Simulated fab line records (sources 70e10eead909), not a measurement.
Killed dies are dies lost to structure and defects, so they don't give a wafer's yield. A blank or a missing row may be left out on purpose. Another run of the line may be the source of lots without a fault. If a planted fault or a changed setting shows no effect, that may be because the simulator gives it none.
Chamber matching / flow nand harc / 4 sister chambers for NHARC_A_WL_FILL_ALD_02 on ald metal-03
The step deposits TiN, target thk 2 nm, pulse time 3 s, ald cycles 100. 8 wafers are shown with their chamber, then 12 later ones without.

WAFERS, EACH WITH ITS CHAMBER
wafer=L079.2; chamber=1; heater power w (W)=1039; precursor pulse height rel=0.961
wafer=L079.5; chamber=1; heater power w (W)=1032; precursor pulse height rel=0.983
wafer=L082.5; chamber=3; heater power w (W)=941; precursor pulse height rel=0.982
wafer=L083.1; chamber=2; heater power w (W)=1043; precursor pulse height rel=0.983
wafer=L083.2; chamber=3; heater power w (W)=950; precursor pulse height rel=0.983
wafer=L085.2; chamber=2; heater power w (W)=1062; precursor pulse height rel=1.017
wafer=L085.3; chamber=0; heater power w (W)=1120; precursor pulse height rel=0.991
wafer=L085.6; chamber=0; heater power w (W)=1115; precursor pulse height rel=0.999

WAFERS WHOSE CHAMBER IS MISSING
wafer=L091.2; heater power w (W)=1071; precursor pulse height rel=0.968
wafer=L091.3; heater power w (W)=926; precursor pulse height rel=1.063
wafer=L091.4; heater power w (W)=1121; precursor pulse height rel=1.018
wafer=L093.1; heater power w (W)=1094; precursor pulse height rel=0.977
wafer=L093.2; heater power w (W)=911; precursor pulse height rel=1.021
wafer=L093.5; heater power w (W)=1063; precursor pulse height rel=0.964
wafer=L096.1; heater power w (W)=1059; precursor pulse height rel=1.014
wafer=L096.4; heater power w (W)=1137; precursor pulse height rel=1.012
wafer=L096.6; heater power w (W)=933; precursor pulse height rel=1.007
wafer=L096.2; heater power w (W)=1026; precursor pulse height rel=0.999
wafer=L096.3; heater power w (W)=950; precursor pulse height rel=1.004
wafer=L096.5; heater power w (W)=1061; precursor pulse height rel=0.992

WHICH CHAMBER EACH ONE RAN IN
wafer=L091.2; from the rows above=can't be placed: 2 or 1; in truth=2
wafer=L091.3; from the rows above=3; in truth=3
wafer=L091.4; from the rows above=0; in truth=0
wafer=L093.1; from the rows above=0; in truth=0
wafer=L093.2; from the rows above=3; in truth=3
wafer=L093.5; from the rows above=can't be placed: 2 or 1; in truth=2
wafer=L096.1; from the rows above=2; in truth=2
wafer=L096.4; from the rows above=0; in truth=0
wafer=L096.6; from the rows above=3; in truth=3
wafer=L096.2; from the rows above=can't be placed: 1 or 2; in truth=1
wafer=L096.3; from the rows above=3; in truth=3
wafer=L096.5; from the rows above=2; in truth=2
9 of 12 placed correctly. Not placeable from these rows: 3 (in 3, the candidates include the true chamber). Number placed wrongly: 0.
How it was worked out, from the rows above alone: a wafer's distance from a chamber is the root of the sum, over the readings, of the square of ((its reading less the chamber's mean) divided by the reading's scatter). The wafer belongs to the nearest chamber; if the next one is less than 2 further off, it can't be placed. The mean given for a chamber averages the wafers shown for that chamber. The scatter: take each reading less its chamber's mean, square it, sum over the shown wafers, divide by the number of wafers less the number of chambers, and take the root.
